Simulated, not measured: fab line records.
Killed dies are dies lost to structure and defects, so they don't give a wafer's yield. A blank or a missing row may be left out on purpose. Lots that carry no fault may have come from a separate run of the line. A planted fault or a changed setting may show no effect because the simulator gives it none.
A lot that was struck, set against a sound lot    flow n5_finfet    16 out of 1938 route steps
Sound: wafers L852.1, L852.2, L852.5. Struck: wafers L859.2, L859.3, L859.6. The cause comes at the end.
Each step with rows lists, per side, the tool, then ch with its chambers, then its first start. Under that, the readings that differ: sound wafers    struck wafers    difference of the means    sigmas: that difference in standard deviations of wafers without a fault.
alike: words and numbers the same on both sides, and readings whose means are apart by under 2 such deviations; not compared: readings that were withheld, readings missing a value for some wafer, numbers with overlapping values and no deviation given by the record, and bounds like >300 which may hide the same value.
A row with sigmas, a row that says differs or no value, or rows on one side alone: a step with any of these is where the two part. When numbers do not overlap yet have no deviation, they are printed without sigmas and do not part them. A reading missing from all wafers of one side parts the sides only when that side holds two or more wafers.

N5_GATE_CUT_INSPECT_15: inspects for defects (brightfield).
  sound on defect_inspect-01, day 4 22:58; struck on defect_inspect-01, day 6 16:56
  alike: raw_defect_count
then, 1 step without rows for these wafers: N5_GATE_CUT_DESCUM_18 (chemistry O2, time 7 s).
N5_GATE_CUT_ETCH_28: etches underlayer in N2/H2, target depth 13 nm, time 10.4 s.
  sound on rie_diel-03 ch 0,3, day 4 23:34; struck on rie_diel-04 ch 0,1,3, day 6 17:18
  alike: drypump_motor_current_A, etch_rf_on_time_s, oes_product_au, rf_vpp_V, showerhead_plenum_p_Torr, throttle_valve_pct
  not compared: rf_hours_counter_h
N5_GATE_CUT_ETCH_36: etches SiARC in CF4, target depth 13 nm, time 21.7 s.
  sound on rie_diel-03 ch 0,3, day 4 23:35; struck on rie_diel-04 ch 0,1,3, day 6 17:19
  alike: drypump_motor_current_A, etch_rf_on_time_s, oes_product_au, rf_vpp_V, showerhead_plenum_p_Torr, throttle_valve_pct
  not compared: rf_hours_counter_h
N5_GATE_CUT_ETCH_37: etches SOC in N2/H2, target depth 60 nm, overetch 12 nm, time 90 s.
  sound on rie_diel-03 ch 0,3, day 4 23:37; struck on rie_diel-04 ch 0,1,3, day 6 17:20
  alike: drypump_motor_current_A, oes_product_au, rf_vpp_V, showerhead_plenum_p_Torr, throttle_valve_pct
  not compared: rf_hours_counter_h
then, 4 steps without rows for these wafers: N5_GATE_CUT_STRIP_38 (strips in N2/H2); N5_GATE_CUT_STRIP_39 (strips in N2/H2); N5_GATE_CUT_HM_OPEN_40 (chemistry C4F6/O2, target SiO2, target depth 139 nm, time 85.1 s); N5_GATE_CUT_STRIP_41 (strips in CF4).
N5_GATE_CUT_STRIP_42: strips in O2.
  sound on rie_diel-03 ch 0,3, day 4 23:46; struck on rie_diel-04 ch 0,1,3, day 6 17:31
  alike: drypump_motor_current_A, oes_product_au, rf_vpp_V, showerhead_plenum_p_Torr, throttle_valve_pct
  not compared: rf_hours_counter_h
then, 1 step without rows for these wafers: N5_GATE_CUT_ETCH_19 (etches SiNx in CH3F/O2, target depth 53.7 nm, time 76.7 s).
N5_GATE_CUT_CUT_ETCH_53: etches W in SF6/Cl2, target depth 79.2 nm.
  sound on rie_metal-03 ch 0,1, day 4 23:55; struck on rie_metal-03 ch 0,1, day 6 17:40
  alike: drypump_motor_current_A, etch_rf_on_time_s, mfc_cl2_sccm, oes_product_au, throttle_valve_pct
  not compared: rf_hours_counter_h
N5_GATE_CUT_CUT_ETCH_54: etches TiN in Cl2/BCl3, target depth 96.7 nm.
  sound on rie_metal-03 ch 0,1, day 4 23:59; struck on rie_metal-03 ch 0,1, day 6 17:43
reading                 sound              struck             difference  sigmas
mfc_cl2_sccm (sccm)     53.16 53.29 53.30  57.53 57.64 57.50  +4.31       +27
throttle_valve_pct (%)  22.13 22.18 22.19  22.69 22.63 22.63  +0.48       +5
  alike: bcl3_flow_sccm, drypump_motor_current_A, etch_rf_on_time_s, oes_product_au
  not compared: rf_hours_counter_h
then, 1 step without rows for these wafers: N5_GATE_CUT_CUT_ETCH_55 (etches HfO2 in BCl3, target depth 3.2 nm).
-- record jumps: 4 days separate the struck wafers' starts on either side; left off in module GATE_CUT, taken up again in module BEOL_M4, whose first shown step is the route's number 1111 --
N5_BEOL_M4_RC_MEAS_101:
  sound on prober-02 ch 0, day 8 07:22; struck on prober-02 ch 0, day 11 02:38
reading         sound           struck          difference  sigmas
DIBL_N (mV/V)   35.2 33.0 31.8  40.5 39.3 38.8  +6.2        +3
DIBL_P (mV/V)   34.8 32.0 31.1  39.7 38.1 38.8  +6.2        +3
IOFF_N (nA/um)  0.14 0.11 0.10  0.23 0.19 0.19  +0.09       +3
SS_N (mV/dec)   71.0 70.8 70.5  72.6 72.3 72.7  +1.8        +3
VT_N (mV)       253 256 256     246 247 247     -8          -2
  alike: IOFF_P, ION_N, ION_P, SS_P, VT_P
N5_PASSIVATION_PROBE_49:
  sound wafers here have rows in the record (prober-02, day 12 17:14); struck ones have none

== WHERE THEY PART ==
Last at N5_PASSIVATION_PROBE_49 as far as this record goes, first at N5_GATE_CUT_CUT_ETCH_54.

WHY: whatever the simulator had introduced
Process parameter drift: rie_metal-03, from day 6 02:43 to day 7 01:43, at N5_GATE_CUT_CUT_ETCH_54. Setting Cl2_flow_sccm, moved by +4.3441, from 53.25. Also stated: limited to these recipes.
